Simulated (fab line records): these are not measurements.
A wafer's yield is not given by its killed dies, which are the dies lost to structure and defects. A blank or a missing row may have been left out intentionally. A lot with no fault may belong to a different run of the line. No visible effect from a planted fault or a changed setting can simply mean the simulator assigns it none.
Split-lot study + flow n5-finfet + 21 wafers read from 7 lots, route of 1938 steps

## THE SPLIT
At N5_BEOL_M8_ETCH_66 (etches SOC in N2/H2, target depth 80 nm, overetch 16 nm, time 120 s), the setting source-w was moved away from the recipe's 840 W on 7 of the 21 wafers read, by -12.3% to +12.7%. This setting was run at the recipe's value on the other wafers.

The split's own step is where the reading is taken.

## THE READING
rf-vpp-V, in V, at N5_BEOL_M8_ETCH_66 (etches SOC in N2/H2, target depth 80 nm, overetch 16 nm, time 120 s). On this fab line, fault-free wafers typically give 525.1 V with a standard deviation of 2.2 V.

| wafer  | tool, chamber at the split | source-w as run, W | against the recipe | rf-vpp-V, V | against lot-mates on the recipe |
|--------|----------------------------|--------------------|--------------------|-------------|---------------------------------|
| L077.2 | rie-diel-05, 0             | 771.6              | -8.1%              | 537.4       | +12.4                           |
| L077.4 | rie-diel-05, 2             | 840                | recipe             | 528.4       | -                               |
| L077.6 | rie-diel-05, 0             | 840                | recipe             | 521.5       | -                               |
| L079.4 | rie-diel-05, 2             | 946.7              | +12.7%             | 507.2       | -19.9                           |
| L079.5 | rie-diel-05, 1             | 946.7              | +12.7%             | 501.0       | -26.1                           |
| L079.6 | rie-diel-05, 3             | 840                | recipe             | 527.1       | -                               |
| L074.3 | rie-diel-01, 0             | 840                | recipe             | 523.8       | -                               |
| L074.4 | rie-diel-01, 2             | 840                | recipe             | 526.2       | -                               |
| L074.6 | rie-diel-01, 0             | 840                | recipe             | 524.9       | -                               |
| L082.1 | rie-diel-05, 0             | 786.5              | -6.4%              | 533.2       | +5.5                            |
| L082.5 | rie-diel-05, 2             | 840                | recipe             | 527.7       | -                               |
| L082.6 | rie-diel-05, 3             | 786.5              | -6.4%              | 538.6       | +10.9                           |
| L085.3 | rie-diel-01, 1             | 840                | recipe             | 524.6       | -                               |
| L085.4 | rie-diel-01, 2             | 840                | recipe             | 526.2       | -                               |
| L085.6 | rie-diel-01, 3             | 840                | recipe             | 525.0       | -                               |
| L087.4 | rie-diel-03, 0             | 840                | recipe             | 526.0       | -                               |
| L087.5 | rie-diel-03, 1             | 840                | recipe             | 523.2       | -                               |
| L087.6 | rie-diel-03, 0             | 840                | recipe             | 526.8       | -                               |
| L092.1 | rie-diel-01, 2             | 736.7              | -12.3%             | 548.6       | +21.5                           |
| L092.4 | rie-diel-01, 3             | 736.7              | -12.3%             | 550.5       | +23.4                           |
| L092.5 | rie-diel-01, 2             | 840                | recipe             | 527.1       | -                               |

THE FIT
A straight line over all 21 wafers: rf-vpp-V changes by -1.76 V for each +1% of source-w; r = -0.98; the points scatter about the line by 2.3 V.
The same after taking each lot's own level away (the mean of its wafers on the recipe; 21 wafers): -1.75 V for each +1%; r = -0.98; scatter 2.2 V.
According to that fit, moving source-w by its largest amount changes the reading by 22 V.
The lots' own levels span 524.95 to 527.70 V, that is 1.2 times the standard deviation above.
The two slopes agree, so the slope changes little with the lot-to-lot level.
Check: -23.6 V against its lot-mates is what the line predicts for one of the wafers moved furthest among these (+12.7%) when that wafer is left out of the fit. Against them it came out at -19.9 V.
Tool readings at the split's step, against how far the setting was moved: rf-vpp-V r = -0.98.

## OTHER SPLITS APPLIED TO THESE WAFERS
Note: prior to the reading, these wafers also went through further splits. Each is held against what the fit with the lots' levels taken away leaves over:
| other split on the same wafers | wafers away from the commonest value | r with rf-vpp-V (lot level and that fit taken away) |
|--------------------------------|--------------------------------------|-----------------------------------------------------|
| N5_BEOL_M8_ETCH_65 source-w    | 8                                    | -0.03                                               |

## THE FILE'S OWN FIT
rf-vpp-V changes by -1.72 V for each +1% of source-w, r = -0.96.
